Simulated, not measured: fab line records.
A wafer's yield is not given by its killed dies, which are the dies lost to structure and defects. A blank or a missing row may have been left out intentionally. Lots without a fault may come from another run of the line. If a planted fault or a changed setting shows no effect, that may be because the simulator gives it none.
fab line records	flow n5-finfet
[record] lots = 24	wafers = 72	last-day = 19
route steps=1938 shown BEOL_M1@819 BEOL_M2@863
lots that met no fault: taken from a fault-free run of the same line
start-h: hours from the record's first day to the start of the lot's first wafer shown	wait-h: hours from the lot's prior step to this one	" as in the row above	L1.1+2: a single row standing in for several wafers	- either no value or no given start	* or withheld: withheld	< > ~ a bound
route shown NAME@n: a module of which the file shows steps, and the number in the route of the first	usual: average and standard deviation across the fault-free wafers	same: alike in all rows	chamber/n: place in a boat	sites: each site's reading	_std_site: the standard deviation of these	_edge_site: outer sites' mean less inner sites'	radius-mm: for every site, how far away it sits from the centre of the wafer	mask NAME#n: copy n	behind: the most recent tool/chamber to have shaped the wafer	hold: the reason the lot was held/the length of the hold in hours/how it ended	device: whichever transistor did not switch (one of n, p or np)	end of line: at the end of the route, the tests of the same wafers	a step without rows: its recipe alone	killed: count of dies lost to structure and defects at first sort (not the wafer's yield)	map: the dies of a wafer, with x for killed, . for not killed, _ for no die there
set.NAME: the setting as run; set.NAME@STEP: as run at that earlier step	model.NAME: the simulator's own value behind a step, which no gauge read
steps of the route over a sample of lots; a table a step, a row a wafer
services: the hour from which a tool's chamber was out of use, counted from the record's first day as start-h (under 0 if before that day), plus the number of hours and why
[[steps]]
[step N5_BEOL_M1_ANNEAL_82]
[recipe] temp-c = 400	time-s = 240	ambient = vacuum
[usual] heater-power-w = 848/80
lot.wafer	tool	chamber	start-h	wait-h	heater-power-w
L074.3	pvd-sputter-01	-	129.12	0.0	899
L074.5	"	-	"	"	960
L074.6	"	-	"	"	888
L075.2	pvd-sputter-03	-	130.60	0.0	775
L075.3	"	-	"	"	854
L075.5	"	-	"	"	775
L076.1	pvd-sputter-03	-	140.78	0.0	831
L076.2	"	-	"	"	753
L076.6	"	-	"	"	817
L078.1	pvd-sputter-03	-	155.80	0.0	899
L078.3	"	-	"	"	789
L078.4	"	-	"	"	783
L077.1	pvd-sputter-01	-	157.53	0.0	795
L077.2	"	-	"	"	889
L077.6	"	-	"	"	903
L079.1	pvd-sputter-01	-	160.23	0.0	917
L079.3	"	-	"	"	963
L079.6	"	-	"	"	801
L080.3	pvd-sputter-03	-	162.92	0.0	778
L080.5	"	-	"	"	812
L080.6	"	-	"	"	763
L081.1	pvd-sputter-01	-	166.33	0.0	992
L081.2	"	-	"	"	872
L081.5	"	-	"	"	886
L082.1	pvd-sputter-01	-	180.23	0.0	794
L082.2	"	-	"	"	951
L082.6	"	-	"	"	965
L083.1	pvd-sputter-03	-	188.13	0.0	893
L083.2	"	-	"	"	787
L083.3	"	-	"	"	782
L084.1	pvd-sputter-01	-	195.05	0.0	926
L084.5	"	-	"	"	801
L084.6	"	-	"	"	914
L085.1	pvd-sputter-02	-	199.57	0.0	855
L085.3	"	-	"	"	736
L085.6	"	-	"	"	1051
L087.2	pvd-sputter-01	-	205.76	0.0	933
L087.5	"	-	"	"	902
L087.6	"	-	"	"	797
L086.1	pvd-sputter-03	-	215.31	0.0	870
L086.3	"	-	"	"	823
L086.5	"	-	"	"	829
L089.1	pvd-sputter-03	-	219.60	0.0	900
L089.3	"	-	"	"	817
L089.6	"	-	"	"	772
L091.1	pvd-sputter-02	-	233.14	0.0	854
L091.4	"	-	"	"	764
L091.6	"	-	"	"	740
L088.3	pvd-sputter-03	-	236.67	0.0	790
L088.5	"	-	"	"	766
L088.6	"	-	"	"	798
L090.1	pvd-sputter-03	-	240.18	0.0	819
L090.3	"	-	"	"	764
L090.5	"	-	"	"	782
L092.2	pvd-sputter-01	-	242.19	0.0	907
L092.3	"	-	"	"	933
L092.6	"	-	"	"	910
L093.1	pvd-sputter-03	-	256.36	0.0	782
L093.3	"	-	"	"	830
L093.5	"	-	"	"	830
L094.1	pvd-sputter-03	-	265.80	0.0	794
L094.2	"	-	"	"	831
L094.5	"	-	"	"	884
L095.1	pvd-sputter-03	-	269.90	0.0	783
L095.4	"	-	"	"	889
L095.6	"	-	"	"	837
L096.1	pvd-sputter-02	-	272.96	0.0	859
L096.3	"	-	"	"	706
L096.4	"	-	"	"	735
L097.1	pvd-sputter-01	-	280.16	0.0	984
L097.3	"	-	"	"	911
L097.6	"	-	"	"	914
[step N5_BEOL_M1_SPUTTER_92]
[recipe] material = Cu	target-thk-a = 45	temp-c = -20	chamber-pressure-pa = 0.07	power-w = withheld	time-s = 8.29
[usual] chuck-gas-flow-sccm = 1.28/0.062	throttle-valve-pct = 30.0/0.99
lot.wafer	tool	chamber	start-h	wait-h	chuck-gas-flow-sccm	throttle-valve-pct
L074.3	pvd-sputter-01	-	129.92	0.1	1.21	30.0
L074.5	"	-	"	"	1.22	28.8
L074.6	"	-	"	"	1.24	30.1
L075.2	pvd-sputter-03	-	131.40	0.1	1.14	30.0
L075.3	"	-	"	"	1.26	29.5
L075.5	"	-	"	"	1.23	30.2
L076.1	pvd-sputter-03	-	141.58	0.1	1.35	29.7
L076.2	"	-	"	"	1.16	30.9
L076.6	"	-	"	"	1.26	29.7
L078.1	pvd-sputter-03	-	156.60	0.1	1.29	28.5
L078.3	"	-	"	"	1.28	29.9
L078.4	"	-	"	"	1.29	30.9
L077.1	pvd-sputter-01	-	158.33	0.1	1.26	31.9
L077.2	"	-	"	"	1.27	30.0
L077.6	"	-	"	"	1.41	29.9
L079.1	pvd-sputter-01	-	161.03	0.1	1.32	30.0
L079.3	"	-	"	"	1.23	28.6
L079.6	"	-	"	"	1.28	32.0
L080.3	pvd-sputter-03	-	163.72	0.1	1.40	29.9
L080.5	"	-	"	"	1.29	29.9
L080.6	"	-	"	"	1.17	30.4
L081.1	pvd-sputter-01	-	167.13	0.1	1.40	28.9
L081.2	"	-	"	"	1.26	30.3
L081.5	"	-	"	"	1.23	30.2
L082.1	pvd-sputter-01	-	181.10	0.1	1.28	31.9
L082.2	"	-	"	"	1.22	29.5
L082.6	"	-	"	"	1.31	28.7
L083.1	pvd-sputter-03	-	188.93	0.1	1.28	28.5
L083.2	"	-	"	"	1.23	30.9
L083.3	"	-	"	"	1.30	30.0
L084.1	pvd-sputter-01	-	195.92	0.1	1.33	29.8
L084.5	"	-	"	"	1.36	32.1
L084.6	"	-	"	"	1.27	29.9
L085.1	pvd-sputter-02	-	200.37	0.1	1.35	30.6
L085.3	"	-	"	"	1.18	31.2
L085.6	"	-	"	"	1.23	29.6
L087.2	pvd-sputter-01	-	206.63	0.1	1.27	29.3
L087.5	"	-	"	"	1.19	29.5
L087.6	"	-	"	"	1.29	31.7
L086.1	pvd-sputter-03	-	216.11	0.1	1.28	28.6
L086.3	"	-	"	"	1.28	29.8
L086.5	"	-	"	"	1.39	29.8
L089.1	pvd-sputter-03	-	220.40	0.1	1.29	28.4
L089.3	"	-	"	"	1.26	29.8
L089.6	"	-	"	"	1.24	30.9
L091.1	pvd-sputter-02	-	233.94	0.1	1.35	30.6
L091.4	"	-	"	"	1.19	29.7
L091.6	"	-	"	"	1.32	29.7
L088.3	pvd-sputter-03	-	237.47	0.1	1.17	30.2
L088.5	"	-	"	"	1.20	30.9
L088.6	"	-	"	"	1.30	29.8
L090.1	pvd-sputter-03	-	240.98	0.1	1.33	30.1
L090.3	"	-	"	"	1.29	30.2
L090.5	"	-	"	"	1.26	30.7
L092.2	pvd-sputter-01	-	242.99	0.1	1.26	30.1
L092.3	"	-	"	"	1.23	29.4
L092.6	"	-	"	"	1.35	30.1
L093.1	pvd-sputter-03	-	257.16	0.1	1.25	30.1
L093.3	"	-	"	"	1.33	29.9
L093.5	"	-	"	"	1.29	29.9
L094.1	pvd-sputter-03	-	266.60	0.1	1.21	30.0
L094.2	"	-	"	"	1.25	29.8
L094.5	"	-	"	"	1.33	28.6
L095.1	pvd-sputter-03	-	270.70	0.1	1.26	30.0
L095.4	"	-	"	"	1.26	28.5
L095.6	"	-	"	"	1.31	29.9
L096.1	pvd-sputter-02	-	273.76	0.1	1.28	30.7
L096.3	"	-	"	"	1.28	31.3
L096.4	"	-	"	"	1.32	29.7
L097.1	pvd-sputter-01	-	280.96	0.1	1.23	28.9
L097.3	"	-	"	"	1.20	29.1
L097.6	"	-	"	"	1.25	30.4
[step N5_BEOL_M1_ANNEAL_51]
[recipe] temp-c = 225	time-s = 90	ambient = N2
[usual] anneal-temp-c-max = 225.75/0.28	wafer_temp_C_max = 226.20/0.26
lot.wafer	tool	chamber	start-h	wait-h	anneal-temp-c-max	wafer_temp_C_max
L074.3	rtp-anneal-01	0	130.64	0.1	226.44	226.42
L074.5	"	0	"	"	225.82	226.34
L074.6	"	0	"	"	225.67	226.46
L075.2	rtp-anneal-02	0	132.08	0.1	225.58	225.79
L075.3	"	0	"	"	225.68	226.00
L075.5	"	0	"	"	225.45	226.33
L076.1	rtp-anneal-02	0	142.25	0.1	225.30	226.04
L076.2	"	0	"	"	225.51	225.65
L076.6	"	0	"	"	225.22	226.09
L078.1	rtp-anneal-02	0	157.24	0.1	225.89	225.90
L078.3	"	0	"	"	225.55	226.10
L078.4	"	0	"	"	225.52	226.02
L077.1	rtp-anneal-01	0	159.18	0.3	226.07	225.73
L077.2	"	0	"	"	226.18	226.61
L077.6	"	0	"	"	225.90	226.39
L079.1	rtp-anneal-01	0	161.66	0.1	226.05	226.14
L079.3	"	0	"	"	226.18	226.37
L079.6	"	0	"	"	226.32	226.09
L080.3	rtp-anneal-02	0	164.45	0.1	225.45	226.06
L080.5	"	0	"	"	225.78	226.41
L080.6	"	0	"	"	225.61	226.08
L081.1	rtp-anneal-02	0	168.00	0.3	225.73	225.82
L081.2	"	0	"	"	225.81	226.17
L081.5	"	0	"	"	225.73	226.29
L082.1	rtp-anneal-01	0	181.78	0.1	225.86	226.08
L082.2	"	0	"	"	225.94	226.35
L082.6	"	0	"	"	225.98	226.52
L083.1	rtp-anneal-01	0	189.56	0.1	225.86	226.70
L083.2	"	0	"	"	225.84	226.44
L083.3	"	0	"	"	226.26	226.14
L084.1	rtp-anneal-01	0	196.60	0.1	226.11	226.37
L084.5	"	0	"	"	226.21	226.99
L084.6	"	0	"	"	226.21	226.52
L085.1	rtp-anneal-02	0	201.12	0.2	225.34	225.84
L085.3	"	0	"	"	225.24	225.98
L085.6	"	0	"	"	225.30	225.78
L087.2	rtp-anneal-01	0	207.35	0.1	225.59	226.23
L087.5	"	0	"	"	225.75	226.44
L087.6	"	0	"	"	225.64	226.04
L086.1	rtp-anneal-02	0	216.75	0.1	225.16	226.04
L086.3	"	0	"	"	225.52	226.35
L086.5	"	0	"	"	225.32	225.96
L089.1	rtp-anneal-01	0	221.03	0.1	226.11	226.44
L089.3	"	0	"	"	225.81	226.62
L089.6	"	0	"	"	226.05	226.39
L091.1	rtp-anneal-02	0	234.58	0.1	225.64	226.49
L091.4	"	0	"	"	225.57	225.80
L091.6	"	0	"	"	225.35	226.39
L088.3	rtp-anneal-01	0	238.20	0.1	226.07	226.64
L088.5	"	0	"	"	225.75	226.20
L088.6	"	0	"	"	225.60	225.87
L090.1	rtp-anneal-01	0	241.61	0.1	225.78	226.06
L090.3	"	0	"	"	225.81	225.94
L090.5	"	0	"	"	226.08	226.26
L092.2	rtp-anneal-02	0	243.67	0.1	225.52	226.32
L092.3	"	0	"	"	225.96	226.42
L092.6	"	0	"	"	225.70	225.84
L093.1	rtp-anneal-01	0	257.80	0.1	226.04	225.92
L093.3	"	0	"	"	225.71	226.40
L093.5	"	0	"	"	225.73	225.90
L094.1	rtp-anneal-02	0	267.24	0.1	225.57	226.36
L094.2	"	0	"	"	225.76	226.05
L094.5	"	0	"	"	225.47	225.97
L095.1	rtp-anneal-02	0	271.34	0.1	225.69	226.11
L095.4	"	0	"	"	225.50	226.47
L095.6	"	0	"	"	225.63	225.96
L096.1	rtp-anneal-01	0	274.40	0.1	225.82	226.28
L096.3	"	0	"	"	225.98	225.85
L096.4	"	0	"	"	226.12	226.68
L097.1	rtp-anneal-02	0	281.60	0.1	225.33	226.60
L097.3	"	0	"	"	225.54	226.51
L097.6	"	0	"	"	225.53	226.57
[step N5_BEOL_M2_STRIP_66]
[recipe] chemistry = CF4	resist = SiARC	power-w = 300	bias-power-w = 75	pressure-mtorr = 50	cf4-flow-sccm = 150	rf-frequency-hz = 6e+07
[usual] drypump-motor-current-A = 5.7/0.43	oes-product-au = 0.78/0.085	rf-fwd-power-W = 292.6/0.88	rf-vpp-V = 271.7/1.2	showerhead-plenum-p-Torr = 1.81/0.044	throttle-valve-pct = 13.61/0.21
lot.wafer	tool	chamber	start-h	wait-h	drypump-motor-current-A	oes-product-au	rf-fwd-power-W	rf-hours-counter-h	rf-vpp-V	showerhead-plenum-p-Torr	throttle-valve-pct
L074.3	rie-diel-05	2	133.35	0.0	5.5	0.70	291.7	203	271.0	1.79	13.69
L074.5	"	2	"	"	5.5	0.70	292.6	-	271.1	1.79	13.67
L074.6	"	3	"	"	5.3	0.89	293.7	-	271.9	1.82	13.24
L075.2	rie-diel-06	0	134.71	0.0	5.8	0.89	292.8	21	272.1	1.84	13.42
L075.3	"	3	"	"	5.8	0.73	294.0	162	270.9	1.78	13.63
L075.5	"	2	"	"	6.3	0.71	292.0	-	270.7	1.79	13.78
L076.1	rie-diel-05	0	144.46	0.0	6.3	0.72	294.6	159	270.4	1.78	13.73
L076.2	"	2	"	"	5.5	0.70	292.8	208	271.7	1.78	13.67
L076.6	"	1	"	"	5.4	0.75	293.5	-	272.6	1.79	13.82
L078.1	rie-diel-02	2	159.68	0.0	5.8	0.86	293.7	38	273.6	1.83	13.46
L078.3	"	3	"	"	6.4	0.93	292.7	-	273.7	1.91	13.45
L078.4	"	2	"	"	5.8	0.85	293.3	-	272.9	1.83	13.45
L077.1	rie-diel-06	1	161.90	0.0	5.8	0.85	291.9	34	271.4	1.84	13.36
L077.2	"	2	"	"	6.3	0.71	292.1	199	270.1	1.79	13.79
L077.6	"	3	"	"	5.8	0.73	292.6	-	272.0	1.78	13.66
L079.1	rie-diel-02	0	165.41	0.0	5.2	0.69	293.0	223	273.3	1.85	14.01
L079.3	"	3	"	"	6.4	0.93	292.5	9	273.0	1.91	13.44
L079.6	"	3	"	"	6.4	0.93	291.1	-	274.3	1.91	13.42
L080.3	rie-diel-02	1	167.51	0.0	5.0	0.70	292.8	222	271.3	1.76	13.64
L080.5	"	0	"	"	5.1	0.69	293.1	-	271.5	1.85	14.01
L080.6	"	3	"	"	6.4	0.92	290.6	-	274.6	1.91	13.42
L081.1	rie-diel-06	0	171.02	0.0	5.8	0.88	291.9	32	271.7	1.83	13.45
L081.2	"	2	"	"	6.3	0.70	291.1	203	270.3	1.79	13.79
L081.5	"	3	"	"	5.8	0.73	292.2	-	273.4	1.78	13.65
L082.1	rie-diel-05	3	184.58	0.0	5.3	0.85	293.6	32	271.3	1.82	13.29
L082.2	"	1	"	"	5.4	0.73	294.2	174	272.3	1.79	13.85
L082.6	"	2	"	"	5.5	0.69	292.6	-	272.1	1.78	13.71
L083.1	rie-diel-02	1	191.49	0.0	5.0	0.69	292.6	227	269.9	1.76	13.66
L083.2	"	3	"	"	6.3	0.91	292.1	15	274.0	1.91	13.46
L083.3	"	2	"	"	5.8	0.84	292.7	47	271.4	1.83	13.51
L084.1	rie-diel-05	1	199.69	0.0	5.4	0.73	291.9	178	270.9	1.79	13.85
L084.5	"	2	"	"	5.5	0.68	291.7	-	270.4	1.78	13.73
L084.6	"	3	"	"	5.3	0.85	292.6	-	273.5	1.82	13.32
L085.1	rie-diel-02	3	203.14	0.0	6.4	0.89	293.3	22	270.8	1.91	13.47
L085.3	"	0	"	"	5.2	0.68	292.6	232	271.4	1.85	14.02
L085.6	"	0	"	"	5.2	0.68	292.9	-	271.4	1.85	14.00
L087.2	rie-diel-06	0	210.89	0.0	5.8	0.87	291.4	42	270.8	1.83	13.48
L087.5	"	1	"	"	5.8	0.83	291.8	-	271.3	1.84	13.38
L087.6	"	0	"	"	5.8	0.86	291.9	-	271.0	1.83	13.48
L086.1	rie-diel-06	0	219.28	0.0	5.8	0.86	291.5	46	269.8	1.83	13.49
L086.3	"	3	"	"	5.8	0.72	292.8	188	270.9	1.77	13.70
L086.5	"	3	"	"	5.8	0.72	293.3	-	271.9	1.77	13.69
L089.1	rie-diel-06	2	223.21	0.0	6.3	0.69	291.5	217	270.2	1.79	13.86
L089.3	"	0	"	"	5.8	0.86	293.4	47	274.0	1.83	13.48
L089.6	"	1	"	"	5.7	0.83	291.4	-	270.4	1.83	13.39
L091.1	rie-diel-02	0	238.42	0.0	5.2	0.68	293.9	246	272.5	1.85	14.05
L091.4	"	1	"	"	5.0	0.68	293.2	246	270.1	1.75	13.69
L091.6	"	2	"	"	5.8	0.82	292.6	-	271.4	1.82	13.53
L088.3	rie-diel-02	2	241.50	0.0	5.8	0.82	291.0	65	273.0	1.82	13.52
L088.5	"	3	"	"	6.4	0.87	292.4	-	273.8	1.90	13.50
L088.6	"	0	"	"	5.2	0.68	292.0	-	271.7	1.85	14.05
L090.1	rie-diel-06	3	245.24	0.0	5.8	0.72	290.6	196	270.1	1.77	13.72
L090.3	"	0	"	"	5.8	0.85	292.8	54	271.7	1.83	13.50
L090.5	"	2	"	"	6.3	0.69	292.0	-	269.3	1.78	13.87
L092.2	rie-diel-05	1	246.17	0.0	5.4	0.72	291.8	194	270.2	1.78	13.89
L092.3	"	3	"	"	5.3	0.83	293.1	51	272.2	1.81	13.31
L092.6	"	3	"	"	5.3	0.83	293.0	-	272.0	1.81	13.31
L093.1	rie-diel-02	3	261.41	0.0	6.4	0.85	291.5	46	273.9	1.90	13.50
L093.3	"	1	"	"	4.9	0.67	293.0	254	271.4	1.75	13.72
L093.5	"	3	"	"	6.3	0.85	291.5	-	274.0	1.90	13.50
L094.1	rie-diel-02	0	269.48	0.0	5.2	0.96	292.7	0	273.4	1.85	13.46
L094.2	"	2	"	"	5.8	0.80	294.1	77	271.7	1.82	13.56
L094.5	"	2	"	"	5.8	0.79	293.4	-	271.4	1.82	13.57
L095.1	rie-diel-05	3	273.44	0.0	5.3	0.81	293.1	62	271.8	1.81	13.35
L095.4	"	0	"	"	6.2	0.68	293.5	203	271.4	1.77	13.83
L095.6	"	2	"	"	5.5	0.67	293.3	-	271.4	1.77	13.78
L096.1	rie-diel-05	1	277.57	0.0	5.4	0.72	291.5	205	270.2	1.78	13.92
L096.3	"	0	"	"	6.2	0.69	292.4	204	270.3	1.77	13.84
L096.4	"	1	"	"	5.4	0.70	291.6	-	271.3	1.78	13.92
L097.1	rie-diel-05	0	284.83	0.0	6.2	0.68	291.5	208	270.6	1.77	13.85
L097.3	"	3	"	"	5.3	0.80	293.2	67	271.6	1.81	13.36
L097.6	"	1	"	"	5.4	0.71	293.6	-	271.8	1.78	13.93
[step N5_BEOL_M2_DESCUM_33]
[recipe] chemistry = O2	time-s = 7	source-power-w = 50	bias-power-w = 20	pressure-mtorr = 20	rf-frequency-hz = 2.712e+07	temp-c = 40	resist = CAR-EUV	o2-flow-sccm = 225
[usual] drypump-motor-current-A = 5.7/0.45	oes-product-au = 0.79/0.094	rf-fwd-power-W = 49.43/0.26	rf-vpp-V = 243.5/1	showerhead-plenum-p-Torr = 2.12/0.047	throttle-valve-pct = 20.47/0.21
lot.wafer	tool	chamber	start-h	wait-h	drypump-motor-current-A	oes-product-au	rf-fwd-power-W	rf-hours-counter-h	rf-vpp-V	showerhead-plenum-p-Torr	throttle-valve-pct
L074.3	rie-diel-02	1	134.02	0.0	5.0	0.71	49.48	214	242.3	2.07	20.50
L074.5	"	1	"	"	5.0	0.70	49.50	-	243.6	2.08	20.50
L074.6	"	2	"	"	5.8	0.88	49.62	-	243.6	2.14	20.33
L075.2	rie-diel-06	2	135.53	0.0	6.3	0.73	48.69	191	242.8	2.07	20.42
L075.3	"	1	"	"	5.7	0.87	49.14	27	243.2	2.11	19.98
L075.5	"	3	"	"	5.8	0.74	49.22	-	242.6	2.10	20.55
L076.1	rie-diel-06	1	145.33	0.0	5.8	0.88	49.35	30	242.8	2.11	19.98
L076.2	"	3	"	"	5.8	0.74	49.63	165	243.5	2.10	20.58
L076.6	"	2	"	"	6.3	0.72	48.85	-	243.8	2.06	20.42
L078.1	rie-diel-05	1	160.67	0.2	5.4	0.75	49.73	166	244.1	2.08	20.62
L078.3	"	2	"	"	5.5	0.69	49.64	213	242.5	2.08	20.47
L078.4	"	3	"	"	5.3	0.90	48.66	24	244.1	2.13	20.18
L077.1	rie-diel-02	1	162.70	0.0	5.0	0.70	49.52	220	243.1	2.07	20.51
L077.2	"	3	"	"	6.4	0.97	49.62	8	245.0	2.23	20.25
L077.6	"	3	"	"	6.4	0.95	49.47	-	244.2	2.23	20.25
L079.1	rie-diel-02	3	166.09	0.0	6.3	0.96	49.45	9	246.0	2.23	20.25
L079.3	"	0	"	"	5.2	0.69	49.71	223	243.8	2.16	20.81
L079.6	"	3	"	"	6.3	0.96	49.62	-	246.1	2.23	20.27
L080.3	rie-diel-06	3	168.18	0.0	5.8	0.72	49.41	173	244.2	2.10	20.59
L080.5	"	1	"	"	5.7	0.86	49.29	-	243.1	2.11	19.99
L080.6	"	2	"	"	6.3	0.72	49.21	-	242.9	2.06	20.43
L081.1	rie-diel-02	3	171.81	0.0	6.3	0.96	49.57	10	245.0	2.23	20.25
L081.2	"	0	"	"	5.2	0.69	49.71	224	245.0	2.16	20.83
L081.5	"	1	"	"	4.9	0.69	49.39	-	243.2	2.07	20.50
L082.1	rie-diel-02	0	185.24	0.0	5.1	0.69	49.76	227	244.4	2.16	20.83
L082.2	"	3	"	"	6.4	0.94	49.62	14	244.7	2.23	20.26
L082.6	"	1	"	"	5.0	0.70	49.90	-	240.9	2.07	20.53
L083.1	rie-diel-06	3	192.46	0.3	5.8	0.72	49.41	179	243.5	2.10	20.60
L083.2	"	2	"	"	6.3	0.72	49.25	208	241.8	2.06	20.43
L083.3	"	0	"	"	5.8	0.89	48.89	37	243.0	2.12	20.38
L084.1	rie-diel-02	3	200.85	0.2	6.4	0.93	49.77	20	244.8	2.22	20.26
L084.5	"	0	"	"	5.2	0.68	49.75	-	243.3	2.15	20.81
L084.6	"	3	"	"	6.4	0.92	49.81	-	245.9	2.22	20.26
L085.1	rie-diel-05	3	204.03	0.0	5.3	0.88	49.01	38	242.9	2.12	20.22
L085.3	"	1	"	"	5.4	0.74	49.66	180	243.8	2.07	20.62
L085.6	"	2	"	"	5.5	0.68	49.65	-	241.7	2.08	20.47
L087.2	rie-diel-05	1	211.65	0.0	5.4	0.73	49.45	181	243.8	2.07	20.61
L087.5	"	0	"	"	6.2	0.71	49.37	-	243.0	2.10	20.82
L087.6	"	1	"	"	5.4	0.73	49.59	-	243.1	2.07	20.64
L086.1	rie-diel-06	1	220.17	0.1	5.8	0.82	49.27	50	243.3	2.11	20.00
L086.3	"	3	"	"	5.8	0.71	49.87	188	243.3	2.09	20.63
L086.5	"	0	"	"	5.8	0.88	49.20	-	243.6	2.12	20.42
L089.1	rie-diel-05	1	224.08	0.0	5.4	0.73	49.56	186	243.5	2.07	20.64
L089.3	"	3	"	"	5.3	0.87	48.79	44	243.2	2.12	20.22
L089.6	"	2	"	"	5.5	0.68	49.68	-	241.7	2.07	20.48
L091.1	rie-diel-05	1	239.53	0.2	5.4	0.73	49.57	192	243.0	2.07	20.65
L091.4	"	0	"	"	6.2	0.71	49.46	190	243.2	2.10	20.84
L091.6	"	2	"	"	5.5	0.67	49.55	-	242.2	2.07	20.49
L088.3	rie-diel-05	2	242.28	0.0	5.5	0.66	49.56	238	242.3	2.07	20.51
L088.5	"	2	"	"	5.5	0.66	49.47	-	243.0	2.07	20.52
L088.6	"	1	"	"	5.4	0.73	49.56	-	243.1	2.07	20.63
L090.1	rie-diel-05	3	246.32	0.1	5.3	0.85	49.05	51	242.8	2.12	20.22
L090.3	"	0	"	"	6.2	0.70	49.31	192	243.4	2.10	20.83
L090.5	"	0	"	"	6.2	0.71	49.24	-	243.5	2.10	20.82
L092.2	rie-diel-02	2	246.94	0.0	5.8	0.83	49.41	67	244.6	2.12	20.41
L092.3	"	0	"	"	5.2	0.66	49.45	249	243.5	2.15	20.85
L092.6	"	2	"	"	5.8	0.84	49.75	-	243.5	2.12	20.40
L093.1	rie-diel-02	1	262.57	0.2	5.0	0.68	49.70	255	241.1	2.06	20.56
L093.3	"	3	"	"	6.4	0.89	49.39	47	243.9	2.21	20.28
L093.5	"	3	"	"	6.4	0.87	49.52	-	244.8	2.21	20.32
L094.1	rie-diel-06	0	270.40	0.3	5.8	0.84	49.05	63	244.1	2.12	20.44
L094.2	"	2	"	"	6.3	0.70	49.22	232	243.2	2.05	20.48
L094.5	"	3	"	"	5.8	0.70	49.73	-	243.3	2.09	20.64
L095.1	rie-diel-02	3	274.61	0.0	6.4	0.88	49.33	53	244.7	2.21	20.31
L095.4	"	3	"	"	6.4	0.87	49.54	-	244.8	2.21	20.33
L095.6	"	0	"	"	5.2	0.95	49.78	-	243.7	2.15	20.40
L096.1	rie-diel-05	3	278.24	0.0	5.3	0.83	49.26	64	244.2	2.11	20.26
L096.3	"	1	"	"	5.4	0.71	49.35	206	243.4	2.06	20.66
L096.4	"	3	"	"	5.3	0.83	49.04	-	245.0	2.11	20.24
L097.1	rie-diel-02	2	285.49	0.0	5.8	0.82	49.47	83	242.9	2.12	20.43
L097.3	"	0	"	"	5.2	0.93	49.80	8	244.1	2.14	20.40
L097.6	"	0	"	"	5.2	0.92	49.70	-	245.0	2.15	20.41
[step N5_BEOL_M2_ANNEAL_89]
[recipe] temp-c = 400	time-s = 240	ambient = vacuum
[usual] heater-power-w = 845/83
lot.wafer	tool	chamber	start-h	wait-h	heater-power-w
L074.3	pvd-sputter-01	-	151.11	0.0	797
L074.5	"	-	"	"	807
L074.6	"	-	"	"	898
L075.2	pvd-sputter-03	-	154.16	0.0	903
L075.3	"	-	"	"	770
L075.5	"	-	"	"	894
L076.1	pvd-sputter-03	-	165.38	0.0	808
L076.2	"	-	"	"	763
L076.6	"	-	"	"	819
L078.1	pvd-sputter-02	-	181.21	0.0	718
L078.3	"	-	"	"	709
L078.4	"	-	"	"	1030
L077.1	pvd-sputter-03	-	192.13	0.0	765
L077.2	"	-	"	"	774
L077.6	"	-	"	"	767
L079.1	pvd-sputter-01	-	198.69	0.0	826
L079.3	"	-	"	"	922
L079.6	"	-	"	"	928
L080.3	pvd-sputter-03	-	203.19	0.0	745
L080.5	"	-	"	"	893
L080.6	"	-	"	"	776
L081.1	pvd-sputter-01	-	203.44	0.0	977
L081.2	"	-	"	"	959
L081.5	"	-	"	"	965
L082.1	pvd-sputter-03	-	205.03	0.0	785
L082.2	"	-	"	"	905
L082.6	"	-	"	"	778
L083.1	pvd-sputter-02	-	206.36	0.0	1015
L083.2	"	-	"	"	848
L083.3	"	-	"	"	741
L087.2	pvd-sputter-01	-	227.00	0.0	933
L087.5	"	-	"	"	887
L087.6	"	-	"	"	975
L085.1	pvd-sputter-03	-	227.21	0.0	878
L085.3	"	-	"	"	756
L085.6	"	-	"	"	804
L084.1	pvd-sputter-03	-	230.59	0.0	775
L084.5	"	-	"	"	849
L084.6	"	-	"	"	749
L086.1	pvd-sputter-01	-	230.67	0.0	933
L086.3	"	-	"	"	788
L086.5	"	-	"	"	929
L089.1	pvd-sputter-01	-	233.57	0.0	805
L089.3	"	-	"	"	922
L089.6	"	-	"	"	802
L088.3	pvd-sputter-02	-	246.25	0.0	723
L088.5	"	-	"	"	727
L088.6	"	-	"	"	852
L091.1	pvd-sputter-03	-	246.48	0.0	778
L091.4	"	-	"	"	825
L091.6	"	-	"	"	781
L090.1	pvd-sputter-01	-	255.11	0.0	820
L090.3	"	-	"	"	913
L090.5	"	-	"	"	970
L092.2	pvd-sputter-03	-	262.52	0.0	839
L092.3	"	-	"	"	764
L092.6	"	-	"	"	801
L093.1	pvd-sputter-01	-	265.82	0.0	774
L093.3	"	-	"	"	895
L093.5	"	-	"	"	894
L094.1	pvd-sputter-02	-	275.32	0.0	712
L094.2	"	-	"	"	1060
L094.5	"	-	"	"	735
L095.1	pvd-sputter-02	-	282.18	0.0	740
L095.4	"	-	"	"	839
L095.6	"	-	"	"	822
L096.1	pvd-sputter-03	-	289.71	0.0	752
L096.3	"	-	"	"	771
L096.4	"	-	"	"	831
L097.1	pvd-sputter-03	-	304.21	0.0	771
L097.3	"	-	"	"	814
L097.6	"	-	"	"	818
[[services]]
tool	chamber	start-h	hours	kind
pvd-sputter-03	-	108.25	5.5	repair
rie-diel-02	3	114.42	-	clean
rie-diel-02	3	114.42	-	consumable-replace:focus-ring
rie-diel-02	3	114.42	-	consumable-replace:showerhead
rie-diel-02	3	114.42	17.7	scheduled-down
rie-diel-02	3	114.42	17.7	vent-cycle
rie-diel-05	3	118.81	5.5	repair
pvd-sputter-01	-	143.59	5.2	repair
rie-diel-02	0	153.84	5.9	repair
rie-diel-02	1	156.34	5.9	repair
rie-diel-02	0	190.66	4.0	repair
rie-diel-02	2	212.97	7.8	repair
rie-diel-02	0	233.99	1.9	repair
rie-diel-02	0	250.82	-	clean
rie-diel-02	0	250.82	-	consumable-replace:focus-ring
rie-diel-02	0	250.82	18.0	scheduled-down
rie-diel-02	0	250.82	18.0	vent-cycle
rie-diel-02	1	269.00	-	clean
rie-diel-02	1	269.00	-	consumable-replace:focus-ring
rie-diel-02	2	274.60	2.7	repair
rie-diel-05	2	276.14	-	clean
rie-diel-05	2	276.14	-	consumable-replace:focus-ring
rie-diel-05	2	276.14	16.3	scheduled-down
rie-diel-05	2	276.14	16.3	vent-cycle
[[key]]
fault none
